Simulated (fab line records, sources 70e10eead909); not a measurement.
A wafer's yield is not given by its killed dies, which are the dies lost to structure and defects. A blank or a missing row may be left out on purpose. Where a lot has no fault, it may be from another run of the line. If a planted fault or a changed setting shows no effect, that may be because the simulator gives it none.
One fault through the eyes of 3 desks    flow nand_harc    numbers are kept per desk, each desk with only its own; the story behind them comes last

== THE DEFECT DESK ==
Counts from the inspections along the route, per lot, as means over the sampled wafers that have a number. If a lot's mean is further than 4 standard deviations from the usual mean, the lot is out of limits and carries the mark OUT (the distance appears in the brackets).
Columns: A = raw_defect_count at NHARC_A_DECK1_JOINT_INSPECT_05, usual 365
lot   first seen here  A
L894  day 12 18:55     222
L903  day 16 14:48     428
L908  day 18 10:38     640
L909  day 18 10:49     218
L916  day 21 11:43     322
L917  day 22 02:22     281
Finding of this desk: none of the 6 lots has anything out of limits.

== THE METROLOGY DESK ==
Means of the sampled wafers that have a number, per lot and without regard to the tool the lot ran on: this is what the gauges read. If a lot's mean is further than 4 standard deviations from the usual mean, the lot is out of limits and carries the mark OUT (the distance appears in the brackets).
Columns: A = thk_nm at NHARC_A_DECK1_JOINT_THK_MEAS_17, usual 44.7 nm
lot   first seen here  A
L894  day 12 18:53     44.6
L903  day 16 14:46     44.5
L908  day 18 10:37     32.9 (-9.8) OUT
L909  day 18 10:47     32.6 (-10) OUT
L916  day 21 11:40     45.4
L917  day 22 02:20     46.3
This desk's verdict: out of limits on L908, L909, starting with L908 at day 18 10:37 (thk_nm at NHARC_A_DECK1_JOINT_THK_MEAS_17). Within limits: L894, L903, L916, L917.

== THE TOOL OWNER'S DESK: pecvd-04 ==
The tool's own readings at NHARC_A_DECK1_JOINT_DEP_16 (deposits SiO2, target thk 45 nm): means of the sampled wafers that have a number, for each lot that ran on this tool. If a lot's mean is further than 4 standard deviations from the usual mean, the lot is out of limits and carries the mark OUT (the distance appears in the brackets).
Columns: A = heater_power_w at NHARC_A_DECK1_JOINT_DEP_16, usual 534 W; B = throttle_valve_pct at NHARC_A_DECK1_JOINT_DEP_16, usual 16.3 %
lot   first seen here  A    B
L903  day 16 14:29     577  16.3
L908  day 18 10:20     608  16.4
L909  day 18 10:30     574  16.4
Finding of this desk: none of the 3 lots has anything out of limits.

== ALL TOGETHER ==
On L908, L909, the metrology desk was in a position to raise an alarm at day 18 10:37.
The defect desk saw nothing out of limits.
Nothing out of limits was seen by the tool owner's desk.
The defect desk has L908, L909 on record, within its limits.
On record at the tool owner's desk: L908, L909, within its limits.
Of the lots named, all ran NHARC_A_DECK1_JOINT_DEP_16 on pecvd-04.

== WHAT THE SIMULATOR PUT IN ==
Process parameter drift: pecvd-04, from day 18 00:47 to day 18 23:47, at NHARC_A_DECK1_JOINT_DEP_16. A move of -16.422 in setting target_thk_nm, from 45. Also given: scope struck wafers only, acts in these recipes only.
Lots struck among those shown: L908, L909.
Hours from the fault's start to each desk's first reading out of limits: the metrology desk, 10.
